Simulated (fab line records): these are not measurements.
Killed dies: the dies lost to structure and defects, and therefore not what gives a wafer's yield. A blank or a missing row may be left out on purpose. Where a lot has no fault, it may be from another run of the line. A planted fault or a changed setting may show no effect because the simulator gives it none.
Chamber matching	flow n5_finfet	N5_BEOL_M5_DESCUM_16 on rie_diel-06: 4 sister chambers
The step chemistry O2, time 7 s. 20 wafers are shown with their chamber, then 10 later ones without.

## WAFERS PAIRED WITH THEIR CHAMBERS
wafer	chamber	drypump_motor_current_A (A)	throttle_valve_pct (%)	showerhead_plenum_p_Torr (Torr)
L076.1	1	5.7	20.60	2.08
L076.4	3	6.2	20.27	2.12
L076.6	3	6.2	20.26	2.12
L077.3	3	6.2	20.27	2.12
L077.4	2	6.0	20.51	2.06
L077.6	0	5.2	20.18	2.02
L078.2	0	5.2	20.20	2.02
L078.3	2	6.0	20.50	2.05
L078.6	2	6.0	20.51	2.06
L082.2	0	5.2	20.19	2.02
L082.4	2	6.1	20.50	2.05
L082.5	2	6.1	20.50	2.05
L086.2	0	5.2	20.22	2.01
L086.3	1	5.7	20.64	2.07
L086.4	3	6.2	20.29	2.11
L088.1	1	5.7	20.64	2.07
L088.4	0	5.2	20.22	2.01
L088.5	3	6.1	20.30	2.11
L092.1	0	5.2	20.22	2.01
L092.2	1	5.7	20.65	2.07

SIGNATURES (means of the wafers above)
reading	chamber 0	chamber 1	chamber 2	chamber 3	scatter within a chamber
drypump_motor_current_A	5.200	5.700	6.040	6.180	0.0354
throttle_valve_pct	20.2050	20.6325	20.5040	20.2780	0.0162
showerhead_plenum_p_Torr	2.0150	2.0725	2.0540	2.1160	0.00539
Rule: distance of a wafer from a chamber = root of the sum over the readings of ((wafer's reading minus chamber's mean) / reading's scatter) squared. If the next closest chamber is less than 2 further off than the closest, the wafer can't be placed; otherwise it belongs to the closest. How the scatter is found: for the shown wafers, subtract from each reading the mean of its chamber, square and add these, divide the total by (wafers less chambers), then take the root.

## WAFERS WITH NO CHAMBER GIVEN
wafer	drypump_motor_current_A (A)	throttle_valve_pct (%)	showerhead_plenum_p_Torr (Torr)
L092.3	6.2	20.31	2.11
L095.1	5.7	20.67	2.06
L095.2	6.1	20.32	2.05
L095.3	5.2	20.25	2.00
L095.4	6.2	20.32	2.11
L095.5	6.2	20.31	2.11
L095.6	6.1	20.30	2.05
L097.2	6.2	20.31	2.10
L097.3	6.1	20.32	2.04
L097.5	6.0	20.32	2.05

## CHAMBER TAKEN BY EACH
wafer	from the rows above	in truth
L092.3	3	3
L095.1	1	1
L095.2	can't be placed: 2 or 3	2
L095.3	0	0
L095.4	3	3
L095.5	3	3
L095.6	can't be placed: 3 or 2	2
L097.2	3	3
L097.3	2	2
L097.5	2	2
Correctly placed: 8 of 10. Unplaceable from these rows: 2, with the true chamber sitting among the candidates in 2. Number placed wrongly: 0.
